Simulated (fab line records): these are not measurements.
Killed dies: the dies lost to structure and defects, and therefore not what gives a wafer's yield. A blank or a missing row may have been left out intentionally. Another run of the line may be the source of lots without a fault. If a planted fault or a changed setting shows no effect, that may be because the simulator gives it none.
Struck lot and sound lot, side by side | flow nand harc | 28 out of 1302 route steps
Sound: these wafers, L900.2, L900.4, L900.6. The struck wafers were L888.3, L888.5, L888.6. Last of all comes the cause.
Each step with rows lists, per side, the tool, then ch with its chambers, then its first start. Under that, the readings that differ: sound wafers | struck wafers | difference of the means | sigmas: that difference in standard deviations of wafers without a fault.
alike: same words and numbers on both sides, and readings whose means sit less than 2 such deviations apart. not compared: any withheld reading, any reading some wafer has no value for, any bound like >300 that may hide the same value, and any number with overlapping values for which the record gives no deviation.
The two part at a step that has a row with sigmas, a row that says differs or no value, or rows on one side only. Non-overlapping numbers with no deviation appear without sigmas and do not part them. Lack of a reading on every wafer of one side parts them only where that side has two or more wafers.

first, 4 steps without rows for these wafers: NHARC_P_GATE_EBR_07; NHARC_P_GATE_EXPOSE_08 (exposes mask P HV); NHARC_P_GATE_PEB_09 (peb time 85 s); NHARC_P_GATE_DEVELOP_10 (time 70 s).
NHARC_P_GATE_CD_MEAS_11 targets a cd of 1640 nm.
  sound on cd sem-02 ch 0, day 11 13:26; struck on cd sem-02 ch 0, day 6 06:42
  alike: cd nm
then, 1 step without rows for these wafers: NHARC_P_GATE_HARDBAKE_12 (time 80 s).
NHARC_P_GATE_DESCUM_13: chemistry O2, time 3 s.
  sound on rie diel-01 ch 0,1, day 11 13:37; struck on rie diel-03 ch 1,2,3, day 6 06:53
  alike: drypump motor current A, oes product au, rf vpp V, showerhead plenum p Torr, throttle valve pct
  not compared: rf hours counter h
then, 5 steps without rows for these wafers: NHARC_P_GATE_ETCH_14 (etches SiO2 in dHF, target depth 48.8 nm); NHARC_P_GATE_STRIP_15 (strips in SPM, time 780 s); NHARC_P_GATE_PRECLEAN_71 (cleans in SC1); NHARC_P_GATE_SRD_72; NHARC_P_GATE_OXIDE_16 (material SiO2, target thk 3 nm, ox time 392 s).
NHARC_P_GATE_CVD_17: deposits poly-Si, target thk 150 nm, time 900 s.
  sound on lpcvd poly-03 ch 0, day 11 23:30; struck on lpcvd poly-03 ch 0, day 6 17:09
  alike: spike tc top C
NHARC_P_GATE_HM_DEP_102: deposits aC, target thk 120 nm.
  sound on acl dep-03 ch 0, day 12 05:22; struck on acl dep-03 ch 0, day 7 00:02
  alike: throttle valve pct
NHARC_P_GATE_DEP_103: deposits SiON, target thk 30 nm.
  sound on pecvd-01 ch 0,1, day 12 05:56; struck on pecvd-01 ch 0,1, day 7 00:34
  alike: heater power w
then, 8 steps without rows for these wafers: NHARC_P_GATE_DEHYDRATE_18 (time 120 s); NHARC_P_GATE_HMDS_19 (time 30 s); NHARC_P_GATE_COAT_20 (resist thk 90 nm); NHARC_P_GATE_SOFTBAKE_21 (time 55 s); NHARC_P_GATE_EBR_22; NHARC_P_GATE_EXPOSE_23 (exposes mask P GATE, target cd 120 nm); NHARC_P_GATE_PEB_24 (peb time 65 s); NHARC_P_GATE_DEVELOP_25 (develop time 35 s).
NHARC_P_GATE_CD_MEAS_26 targets a cd of 120 nm.
  sound on cd sem-03 ch 0, day 12 06:36; struck on cd sem-03 ch 0, day 7 01:13
  alike: cd nm
NHARC_P_GATE_OVL_MEAS_27:
  struck on overlay-01, day 7 01:19; sound on overlay-02, day 12 06:41
  alike: overlay x nm, overlay y nm
NHARC_P_GATE_INSPECT_28:
  struck on defect inspect-01, day 7 01:21; sound on defect inspect-01, day 12 06:43
  reading          | sound | struck   | difference | sigmas
  raw defect count | 6 2 3 | 19 11 19 | +13        | +5
NHARC_P_GATE_DESCUM_31: chemistry O2, time 3 s.
  sound on rie diel-01 ch 0,1, day 12 06:47; struck on rie diel-10 ch 0,2,3, day 7 01:25
  alike: drypump motor current A, oes product au, rf vpp V, showerhead plenum p Torr, throttle valve pct
  not compared: rf hours counter h
-- record jumps: 20 days between struck wafers' starts before vs after; left off in module P_GATE, resumes in module END, first step shown is number 1302 of the route --
NHARC_END_SORT_01:
  only the struck wafers appear in the record here, on prober-02 ch 0 at day 26 21:00; the sound ones have no rows

== WHERE THEY PART ==
At NHARC_P_GATE_INSPECT_28 first; at NHARC_END_SORT_01 last (within this record only).

WHY: whatever the simulator had introduced
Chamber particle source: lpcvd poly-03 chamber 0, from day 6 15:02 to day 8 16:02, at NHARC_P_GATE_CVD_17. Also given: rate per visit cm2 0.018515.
